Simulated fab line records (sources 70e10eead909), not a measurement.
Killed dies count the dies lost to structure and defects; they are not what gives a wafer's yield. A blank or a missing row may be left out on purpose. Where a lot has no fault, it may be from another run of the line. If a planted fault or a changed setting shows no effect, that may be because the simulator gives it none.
fab line records    flow nandHarc
[record] lots = 7  wafers = 21  lastDay = 24
route steps=1159 shown A_CONTACT@960 A_BLC@964
lots that met no fault: taken from a fault-free run of the same line
startH: the number of hours between the record's first day and the start of the first shown wafer of the lot    waitH: time in hours since the lot's previous step    " the same as in the row above    L1.1+2: a row that stands for several wafers    - either no value or no given start    * or withheld: withheld    < > ~ a bound
route shown NAME@n: names a module that has steps shown in the file, with the first one's number in the route    usual: the fault-free wafers' mean and standard deviation    same: alike in all rows    chamber/n: place in a boat    sites: each site's reading    _std_site: standard deviation of those values    _edge_site: the outer-site mean with the inner-site mean subtracted    radiusMm: for every site, how far away it sits from the centre of the wafer    mask NAME#n: copy n    behind: the tool/chamber that last shaped the wafer    hold: why the lot was held/for how many hours/how that ended    device: which transistor (n, p or np) failed to switch    end of line: at the end of the route, the tests of the same wafers    a step without rows: its recipe alone    killed: not the wafer's yield, but the dies lost to structure and defects at the first sort    map: shows each die of a wafer: x if killed, . if not, _ if none is there
set.NAME: the run value of the setting; set.NAME@STEP: its run value at that earlier step    model.NAME: the simulator's own value behind a step, which no gauge read
lots at selected steps of the route; one table per step, one row per wafer
services: from which hour (startH, from the record's first day; less than 0 if before it) a tool's chamber was out of use, for how many hours, and why
[[steps]]
[step NHARC_A_CONTACT_CMP_20]
[recipe] tOverpolishS = 30  targetThkNm = 300
[usual] motorCurrentA = 11.5/1.1  overpolishRunS = 30.000/0.0097  timeToEndpointS = 58/4.4
[same] tOverpolishS = 30
lot.wafer  tool    chamber  startH  waitH  motorCurrentA  overpolishRunS  timeToEndpointS
L521.2     cmp-02  2        400.23  0.8    10.3           29.994          56
L521.4     "       0        "       "      11.5           29.982          56
L521.6     "       2        "       "      10.9           29.993          55
L528.3     cmp-04  0        447.47  0.6    10.0           30.000          52
L528.4     "       1        "       "      12.3           29.989          67
L528.6     "       3        "       "      10.8           30.011          61
L532.4     cmp-02  1        484.27  0.4    10.3           29.986          53
L532.6     "       0        "       "      12.0           29.996          57
L532.5     "       1        "       "      10.7           30.016          55
L533.3     cmp-02  2        493.61  0.5    10.4           30.000          55
L533.6     "       2        "       "      10.4           29.984          54
L533.5     "       3        "       "      11.0           30.001          56
L530.1     cmp-02  2        494.35  0.6    11.2           30.008          58
L530.3     "       0        "       "      11.9           30.010          58
L530.4     "       1        "       "      10.5           29.996          56
L538.2     cmp-04  1        519.89  0.8    11.6           29.998          63
L538.5     "       0        "       "      9.8            30.017          53
L538.6     "       1        "       "      12.1           30.010          64
L541.4     cmp-01  0        528.73  0.4    12.3           29.998          56
L541.6     "       2        "       "      12.9           30.009          62
L541.5     "       3        "       "      12.2           30.006          65
[step NHARC_A_CONTACT_SRD_22]
[step NHARC_A_CONTACT_INSPECT_23]
[usual] rawDefectCount = 410/130
lot.wafer  tool              chamber  startH  waitH  rawDefectCount
L521.2     defectInspect-01  -        400.61  0.1    490
L521.4     "                 -        "       "      318
L521.6     "                 -        "       "      365
L528.3     defectInspect-01  -        447.83  0.1    388
L528.4     "                 -        "       "      308
L528.6     "                 -        "       "      365
L532.4     defectInspect-02  -        484.65  0.1    417
L532.5     "                 -        "       "      523
L532.6     "                 -        "       "      374
L533.3     defectInspect-01  -        494.01  0.1    388
L533.5     "                 -        "       "      338
L533.6     "                 -        "       "      373
L530.1     defectInspect-01  -        494.75  0.1    399
L530.3     "                 -        "       "      269
L530.4     "                 -        "       "      384
L538.2     defectInspect-02  -        520.26  0.1    496
L538.5     "                 -        "       "      419
L538.6     "                 -        "       "      491
L541.4     defectInspect-01  -        529.09  0.1    369
L541.5     "                 -        "       "      330
L541.6     "                 -        "       "      507
[step NHARC_A_BLC_DEHYDRATE_00]
[recipe] tempC = 150  timeS = 120
[step NHARC_A_BLC_HMDS_01]
[recipe] timeS = 30
[step NHARC_A_BLC_COAT_02]
[recipe] tempC = 260  timeS = 75
[step NHARC_A_BLC_COAT_03]
[recipe] tempC = 225  timeS = 65
[step NHARC_A_BLC_COAT_04]
[recipe] spinRpm = 1500  resistThkNm = 90
[step NHARC_A_BLC_SOFTBAKE_05]
[recipe] tempC = 105  timeS = 55
[step NHARC_A_BLC_EBR_06]
[step NHARC_A_BLC_EXPOSE_07]
[recipe] na = 1.35  targetCdNm = 100  doseMj = 67.97  maskId = A_BLC
[step NHARC_A_BLC_PEB_08]
[recipe] pebTempC = 100  pebTimeS = 65
lot.wafer   tool           chamber  startH  waitH
L521.2+4+6  lithoTrack-01  0        400.91  0.1
L528.3+4+6  lithoTrack-06  0        448.13  0.0
L532.4+5+6  lithoTrack-01  0        484.95  0.0
L533.3+5+6  lithoTrack-01  0        494.44  0.0
L530.1+3+4  lithoTrack-01  0        495.18  0.1
L538.2+5+6  lithoTrack-04  0        520.69  0.1
L541.4+5+6  lithoTrack-04  0        529.52  0.0
[step NHARC_A_BLC_DEVELOP_09]
[recipe] developTimeS = 35  devTempC = 23
[step NHARC_A_BLC_CD_MEAS_10]
[recipe] targetCdNm = 100  landingEnergyEv = 500
[usual] cdNm = 99.5/0.88
lot.wafer  tool      chamber  startH  waitH  cdNm
L521.2     cdSem-03  0        401.00  -      100.1
L521.4     "         0        "       "      99.8
L521.6     "         0        "       "      99.8
L528.3     cdSem-02  0        448.21  -      101.7
L528.4     "         0        "       "      100.8
L528.6     "         0        "       "      100.3
L532.4     cdSem-02  0        485.04  -      99.7
L532.5     "         0        "       "      99.4
L532.6     "         0        "       "      107.6
L533.3     cdSem-02  0        494.52  -      99.4
L533.5     "         0        "       "      100.1
L533.6     "         0        "       "      107.6
L530.1     cdSem-01  0        495.26  -      106.7
L530.3     "         0        "       "      98.2
L530.4     "         0        "       "      98.8
L538.2     cdSem-03  0        520.77  -      99.3
L538.5     "         0        "       "      99.5
L538.6     "         0        "       "      100.2
L541.4     cdSem-01  0        529.61  -      99.7
L541.5     "         0        "       "      98.2
L541.6     "         0        "       "      98.8
[step NHARC_A_BLC_OVL_MEAS_11]
[usual] overlayXNm = 0.0/0.67  overlayYNm = 0.1/1
lot.wafer  tool        chamber  startH  waitH  overlayXNm  overlayYNm
L521.2     overlay-01  -        401.08  -      0.4         0.9
L521.4     "           -        "       "      -0.2        0.6
L521.6     "           -        "       "      0.2         1.2
L528.3     overlay-02  -        448.30  -      0.3         0.1
L528.4     "           -        "       "      0.7         0.5
L528.6     "           -        "       "      0.1         0.5
L532.4     overlay-02  -        485.12  -      0.1         0.4
L532.5     "           -        "       "      0.1         0.7
L532.6     "           -        "       "      0.0         0.2
L533.3     overlay-01  -        494.61  -      0.1         -0.3
L533.5     "           -        "       "      -0.2        -0.1
L533.6     "           -        "       "      -0.3        -0.6
L530.1     overlay-02  -        495.34  -      -1.3        -0.2
L530.3     "           -        "       "      -1.2        -0.3
L530.4     "           -        "       "      -1.6        -0.1
L538.2     overlay-01  -        520.86  -      -0.7        -0.7
L538.5     "           -        "       "      -0.3        -0.1
L538.6     "           -        "       "      0.0         -0.9
L541.4     overlay-02  -        529.69  -      0.9         2.1
L541.5     "           -        "       "      0.9         2.2
L541.6     "           -        "       "      1.2         1.9
[step NHARC_A_BLC_INSPECT_12]
[usual] rawDefectCount = 32/13
lot.wafer  tool              chamber  startH  waitH  rawDefectCount
L521.2     defectInspect-01  -        401.12  0.0    21
L521.4     "                 -        "       "      19
L521.6     "                 -        "       "      25
L528.3     defectInspect-01  -        448.33  0.0    12
L528.4     "                 -        "       "      14
L528.6     "                 -        "       "      18
L532.4     defectInspect-01  -        485.15  0.0    40
L532.5     "                 -        "       "      40
L532.6     "                 -        "       "      38
L533.3     defectInspect-02  -        494.64  0.0    32
L533.5     "                 -        "       "      38
L533.6     "                 -        "       "      27
L530.1     defectInspect-01  -        495.38  0.0    29
L530.3     "                 -        "       "      35
L530.4     "                 -        "       "      43
L538.2     defectInspect-01  -        520.89  0.0    18
L538.5     "                 -        "       "      19
L538.6     "                 -        "       "      18
L541.4     defectInspect-01  -        529.73  0.0    37
L541.5     "                 -        "       "      32
L541.6     "                 -        "       "      36
[step NHARC_A_BLC_DESCUM_15]
[recipe] timeS = 3  o2FlowSccm = 200  arFlowSccm = 0  biasPowerW = 0  chemistry = O2
[usual] drypumpMotorCurrentA = 5.9/0.38  oesProductAu = 0.999/0.013  rfVppV = 57.7/0.93  showerheadPlenumPTorr = 1.90/0.083  throttleValvePct = 11.312/0.0087
lot.wafer  tool        chamber  startH  waitH  drypumpMotorCurrentA  oesProductAu  rfHoursCounterH  rfVppV  showerheadPlenumPTorr  throttleValvePct  model.A_BLC.cdNm
L521.4     rieDiel-11  3        401.20  0.1    5.1                   0.991         2                56.9    1.78                   11.312            99.62
L521.2     "           0        "       "      5.8                   1.004         2                58.1    1.97                   11.319            101
L521.6     "           2        "       "      5.3                   0.992         -                57.6    1.87                   11.325            99.74
L528.4     rieDiel-02  1        448.39  0.1    6.1                   1.008         38               58.4    2.00                   11.320            101.1
L528.3     "           0        "       "      6.0                   0.999         37               57.7    1.79                   11.313            102.7
L528.6     "           2        "       "      5.7                   0.978         -                57.6    1.85                   11.317            99.55
L532.4     rieDiel-02  3        485.23  0.1    6.0                   0.987         56               56.9    1.78                   11.321            100.4
L532.6     "           1        "       "      6.1                   0.987         -                57.7    1.99                   11.306            108.6
L532.5     "           2        "       "      5.7                   0.986         -                58.3    1.85                   11.302            98.73
L533.3     rieDiel-07  3        494.73  0.1    5.7                   1.027         7                57.6    1.95                   11.317            99.76
L533.6     "           0        "       "      6.0                   0.999         -                56.9    2.00                   11.311            107.2
L533.5     "           1        "       "      5.6                   0.994         -                57.9    1.80                   11.319            100.3
L530.1     rieDiel-11  1        495.44  0.1    6.4                   1.006         11               58.7    1.96                   11.312            106.4
L530.3     "           3        "       "      5.0                   0.995         10               57.2    1.77                   11.320            98.6
L530.4     "           0        "       "      5.8                   1.000         11               58.6    1.97                   11.301            98.81
L538.2     rieDiel-02  1        520.96  0.1    6.1                   1.005         3                57.2    1.99                   11.316            99.16
L538.5     "           0        "       "      6.0                   0.992         -                57.9    1.78                   11.310            99.8
L538.6     "           1        "       "      6.1                   1.003         -                57.5    1.99                   11.314            100.2
L541.4     rieDiel-07  1        529.79  0.1    5.6                   0.994         11               56.9    1.80                   11.313            99.66
L541.6     "           0        "       "      6.0                   1.000         -                58.6    2.00                   11.312            98.29
L541.5     "           1        "       "      5.6                   0.995         -                58.8    1.80                   11.320            98.12
[step NHARC_A_BLC_ETCH_16]
[recipe] targetDepthA = 390  overEtchFrac = 0.3  timeS = 65  ionEnergyEv = 80  cf4FlowSccm = 150  arFlowSccm = 0  rfW = 300  biasW = 100  chemistry = CF4
[usual] drypumpMotorCurrentA = 5.9/0.39  oesProductAu = 1.000/0.013  rfVppV = 151.1/1.1  showerheadPlenumPTorr = 1.75/0.072  throttleValvePct = 13.285/0.0092
lot.wafer  tool        chamber  startH  waitH  drypumpMotorCurrentA  oesProductAu  rfHoursCounterH  rfVppV  showerheadPlenumPTorr  throttleValvePct
L521.2     rieDiel-11  3        401.26  0.1    5.0                   0.999         2                151.1   1.65                   13.275
L521.4     "           2        "       "      5.2                   0.998         2                150.7   1.73                   13.279
L521.6     "           3        "       "      5.0                   1.010         -                150.0   1.65                   13.281
L528.4     rieDiel-02  3        448.48  0.1    6.0                   0.991         41               148.8   1.66                   13.283
L528.3     "           2        "       "      5.7                   0.986         39               151.1   1.72                   13.282
L528.6     "           0        "       "      6.0                   0.987         -                151.4   1.66                   13.292
L532.4     rieDiel-02  3        485.30  0.1    6.0                   0.987         56               149.4   1.65                   13.280
L532.5     "           3        "       "      6.0                   0.980         -                149.0   1.65                   13.293
L532.6     "           0        "       "      6.0                   0.985         -                150.3   1.65                   13.278
L533.3     rieDiel-07  3        494.79  0.1    5.7                   1.020         7                152.4   1.80                   13.287
L533.6     "           3        "       "      5.7                   1.014         -                151.3   1.80                   13.289
L533.5     "           0        "       "      6.0                   1.002         -                151.7   1.85                   13.286
L530.3     rieDiel-11  0        495.54  0.1    5.8                   1.010         11               151.6   1.81                   13.282
L530.4     "           2        "       "      5.2                   1.002         10               151.4   1.73                   13.286
L530.1     "           3        "       "      5.1                   0.986         10               149.8   1.65                   13.282
L538.2     rieDiel-02  3        521.15  0.2    6.0                   1.000         2                149.8   1.65                   13.288
L538.5     "           2        "       "      5.7                   0.981         -                151.2   1.71                   13.278
L538.6     "           3        "       "      6.0                   1.002         -                149.0   1.65                   13.284
L541.4     rieDiel-07  2        529.92  0.1    6.4                   0.994         11               150.5   1.73                   13.284
L541.6     "           1        "       "      5.6                   0.995         -                150.5   1.67                   13.277
L541.5     "           2        "       "      6.4                   0.991         -                150.4   1.73                   13.294
[step NHARC_A_BLC_ETCH_17]
[recipe] targetDepthA = 3900  overEtchFrac = 0.25  timeS = 609.38  ionEnergyEv = 200  n2FlowSccm = 150  h2FlowSccm = 150  arFlowSccm = 0  rfW = 400  biasW = 150  chemistry = N2/H2
[usual] drypumpMotorCurrentA = 5.9/0.4  oesProductAu = 0.998/0.013  rfVppV = 429.8/2.6  showerheadPlenumPTorr = 2.01/0.088  throttleValvePct = 14.170/0.0096
lot.wafer  tool        chamber  startH  waitH  drypumpMotorCurrentA  oesProductAu  rfHoursCounterH  rfVppV  showerheadPlenumPTorr  throttleValvePct
L521.2     rieDiel-11  3        -       -      5.1                   0.994         2                426.0   1.89                   14.162
L521.4     "           0        "       "      5.8                   1.010         2                432.7   2.10                   14.167
L521.6     "           1        "       "      6.4                   1.014         -                432.8   2.10                   14.162
L528.4     rieDiel-02  2        -       -      5.7                   0.979         39               428.3   1.98                   14.176
L528.3     "           0        "       "      5.9                   0.992         37               427.8   1.90                   14.175
L528.6     "           1        "       "      6.1                   0.991         -                431.9   2.13                   14.172
L532.4     rieDiel-02  2        -       -      5.7                   0.985         51               429.1   1.97                   14.174
L532.6     "           2        "       "      5.7                   0.986         -                429.0   1.97                   14.160
L532.5     "           3        "       "      6.0                   0.987         -                426.1   1.89                   14.174
L533.3     rieDiel-07  0        -       -      6.0                   1.010         8                432.2   2.14                   14.170
L533.6     "           2        "       "      6.4                   0.968         -                428.9   1.99                   14.170
L533.5     "           0        "       "      6.0                   0.994         -                432.8   2.14                   14.166
L530.4     rieDiel-11  2        -       -      5.3                   0.997         11               428.8   1.99                   14.172
L530.1     "           3        "       "      5.1                   0.987         10               424.4   1.89                   14.174
L530.3     "           0        "       "      5.8                   1.011         11               432.4   2.10                   14.165
L538.2     rieDiel-02  0        -       -      5.9                   0.997         2                425.2   1.89                   14.189
L538.5     "           2        "       "      5.7                   0.981         -                427.8   1.97                   14.182
L538.6     "           3        "       "      6.0                   0.999         -                427.2   1.89                   14.161
L541.4     rieDiel-07  3        -       -      5.7                   1.015         10               432.3   2.07                   14.180
L541.6     "           2        "       "      6.4                   0.978         -                428.7   1.99                   14.152
L541.5     "           3        "       "      5.7                   1.028         -                431.8   2.07                   14.171
[step NHARC_A_BLC_ETCH_18]
[recipe] targetDepthA = 9100  c4f8FlowSccm = 20  o2FlowSccm = 10  arFlowSccm = withheld  rfW = 600  biasW = 1500  chemistry = C4F8/O2/Ar
[usual] oesProductAu = 0.953/0.023  rfVppV = 977/5.6
lot.wafer  tool        chamber  startH  waitH  oesProductAu  rfHoursCounterH  rfVppV  model.A_BLC.cdNm
L521.2     rieDiel-11  1        -       -      0.934         3                980     100.7
L521.4     "           2        "       "      0.915         2                975     104.9
L521.6     "           2        "       "      0.916         -                974     101.9
L528.3     rieDiel-02  0        -       -      0.978         37               970     102.2
L528.4     "           2        "       "      0.944         40               973     97.13
L528.6     "           0        "       "      0.978         -                969     98.36
L532.4     rieDiel-02  2        -       -      0.911         51               974     97.52
L532.6     "           1        "       "      0.915         -                984     107.2
L532.5     "           2        "       "      0.912         -                975     101.9
L533.3     rieDiel-07  1        -       -      0.943         8                971     101.8
L533.6     "           0        "       "      0.950         -                984     105.5
L533.5     "           1        "       "      0.946         -                970     100.9
L530.1     rieDiel-11  1        -       -      0.957         11               981     105.2
L530.4     "           2        "       "      0.943         11               975     101.3
L530.3     "           3        "       "      0.945         10               968     99.42
L538.2     rieDiel-02  1        -       -      0.938         3                984     104.5
L538.6     "           0        "       "      0.944         -                970     104.3
L538.5     "           1        "       "      0.944         -                983     102.7
L541.4     rieDiel-07  2        -       -      0.934         11               975     98.25
L541.6     "           2        "       "      0.961         -                975     96.54
L541.5     "           3        "       "      0.979         -                980     96.46
[step NHARC_A_BLC_CD_MEAS_19]
[usual] cdNm = 100.3/2.9
lot.wafer  tool      chamber  startH  waitH  cdNm
L521.2     cdSem-03  -        402.17  -      101.0
L521.4     "         -        "       "      104.9
L521.6     "         -        "       "      102.0
L528.3     cdSem-01  -        449.37  -      101.8
L528.4     "         -        "       "      97.0
L528.6     "         -        "       "      98.3
L532.4     cdSem-03  -        486.19  -      97.3
L532.5     "         -        "       "      101.8
L532.6     "         -        "       "      107.1
L533.3     cdSem-01  -        495.84  -      101.4
L533.5     "         -        "       "      100.9
L533.6     "         -        "       "      105.5
L530.1     cdSem-01  -        496.43  -      105.5
L530.3     "         -        "       "      99.4
L530.4     "         -        "       "      101.1
L538.2     cdSem-02  -        522.04  -      104.8
L538.5     "         -        "       "      102.8
L538.6     "         -        "       "      104.6
L541.4     cdSem-01  -        530.80  -      98.1
L541.5     "         -        "       "      96.4
L541.6     "         -        "       "      96.6
[[services]]
tool           chamber  startH  hours  kind
rieDiel-02     1        376.46  9.8    repair
rieDiel-07     1        377.19  1.6    repair
rieDiel-02     2        382.81  3.4    repair
rieDiel-07     -        388.79  0.7    repair
cmp-02         -        403.89  0.6    repair
rieDiel-07     -        405.20  9.0    pm
cmp-04         -        411.67  1.0    repair
rieDiel-11     3        421.63  3.0    repair
cmp-02         -        422.50  4.0    pm
lithoTrack-01  -        443.01  7.0    pm
cmp-02         -        452.79  9.0    repair
rieDiel-02     2        457.30  9.3    repair
cmp-04         -        464.22  0.6    repair
cmp-04         -        467.90  0.5    repair
cmp-02         -        469.68  0.8    repair
lithoTrack-04  -        491.00  7.0    pm
cmp-04         -        497.11  4.0    pm
rieDiel-11     2        500.99  8.2    repair
rieDiel-02     -        504.75  9.0    pm
cmp-04         -        506.52  1.1    repair
cmp-02         -        508.12  1.2    repair
cmp-04         -        509.71  3.2    repair
rieDiel-07     -        520.18  6.1    repair
cmp-02         -        520.50  4.0    pm
[[key]]
[firstSign] step = NHARC_A_BLC_CD_MEAS_10  reading = cdNm  direction = up  sigmas = 8.9  usual = 99.5  struck = 107.3
effect none on later readings
[modelEffect] step = NHARC_A_BLC_DESCUM_15  value = A_BLC.cdNm  without = 99.17  struck = 107.4
[modelEffect] step = NHARC_A_BLC_ETCH_18  value = A_BLC.cdNm  without = 97.73  struck = 106
metAt NHARC_A_BLC_PEB_08
struckWafers L530.1,L532.6,L533.6
testerLeftOut L530,L532,L533
onsetBetween 400.91 484.95
[fault] kind = processParameterDrift  tool = lithoTrack-01  chamber = -  onsetH = 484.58  steps = NHARC_A_BLC_PEB_08  channel = pebTimeS  offset = *  shape = step  endH = 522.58  scope = struckWafersOnly  actsIn = *  stated = *
// testerLeftOut: of these lots the tester's yield and bins aren't shown, on N5 and GAA mostly nor the transistor test; their killed dies are dies lost to structure and defects alone, not to doping, threshold or leakage, so they don't give the yield
